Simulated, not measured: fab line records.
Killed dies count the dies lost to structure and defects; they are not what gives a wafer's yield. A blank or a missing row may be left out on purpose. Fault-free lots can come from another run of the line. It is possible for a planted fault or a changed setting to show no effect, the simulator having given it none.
Chamber matching + flow nand harc + NHARC_A_CHANNEL_FILL_D1_CMP_10 on cmp-01 has 4 sister chambers
The step polishes, target thk 150 nm. 8 wafers are shown with their chamber, then 9 later ones without.

== WAFERS, EACH WITH ITS CHAMBER ==
| wafer  | chamber | motor current A (A) | retaining ring pressure frac |
|--------|---------|---------------------|------------------------------|
| L917.6 | 3       | 11.9                | 0.997                        |
| L918.4 | 0       | 11.4                | 1.001                        |
| L922.3 | 0       | 11.8                | 1.003                        |
| L922.5 | 2       | 11.4                | 1.002                        |
| L922.6 | 1       | 11.3                | 1.011                        |
| L924.1 | 2       | 10.9                | 0.999                        |
| L924.3 | 3       | 12.7                | 1.003                        |
| L924.6 | 1       | 11.6                | 1.002                        |

== WAFERS MISSING THEIR CHAMBER ==
| wafer  | motor current A (A) | retaining ring pressure frac |
|--------|---------------------|------------------------------|
| L927.2 | 11.4                | 0.995                        |
| L927.3 | 12.2                | 0.995                        |
| L927.4 | 11.5                | 0.994                        |
| L931.1 | 11.3                | 0.993                        |
| L931.5 | 12.1                | 1.006                        |
| L931.6 | 11.1                | 1.005                        |
| L935.2 | 11.9                | 1.005                        |
| L935.4 | 10.7                | 1.000                        |
| L935.6 | 11.7                | 1.005                        |

== EACH ONE'S CHAMBER ==
| wafer  | from the rows above               | in truth |
|--------|-----------------------------------|----------|
| L927.2 | can't be placed: 2 or 0 or 3 or 1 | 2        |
| L927.3 | can't be placed: 3 or 0 or 2      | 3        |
| L927.4 | can't be placed: 2 or 0 or 3 or 1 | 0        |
| L931.1 | can't be placed: 2 or 0 or 3 or 1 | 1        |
| L931.5 | can't be placed: 3 or 0 or 1 or 2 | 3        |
| L931.6 | can't be placed: 1 or 2 or 0      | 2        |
| L935.2 | can't be placed: 0 or 1 or 3 or 2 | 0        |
| L935.4 | can't be placed: 2 or 0 or 1      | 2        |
| L935.6 | can't be placed: 1 or 0 or 2 or 3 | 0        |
Placed correctly: 0 of 9. Not placeable from these rows: 9 (in 9, the candidates include the true chamber). 0 placed wrongly.
How it was worked out, from the rows above alone: a wafer's distance from a chamber is the root of the sum, over the readings, of the square of ((its reading less the chamber's mean) divided by the reading's scatter). If the next closest chamber is less than 2 further off than the closest, the wafer can't be placed; otherwise it belongs to the closest. The mean given for a chamber averages the wafers shown for that chamber. The scatter is the square root of a quotient: the sum, over the shown wafers, of each reading's squared deviation from its chamber's mean, divided by wafers minus chambers.
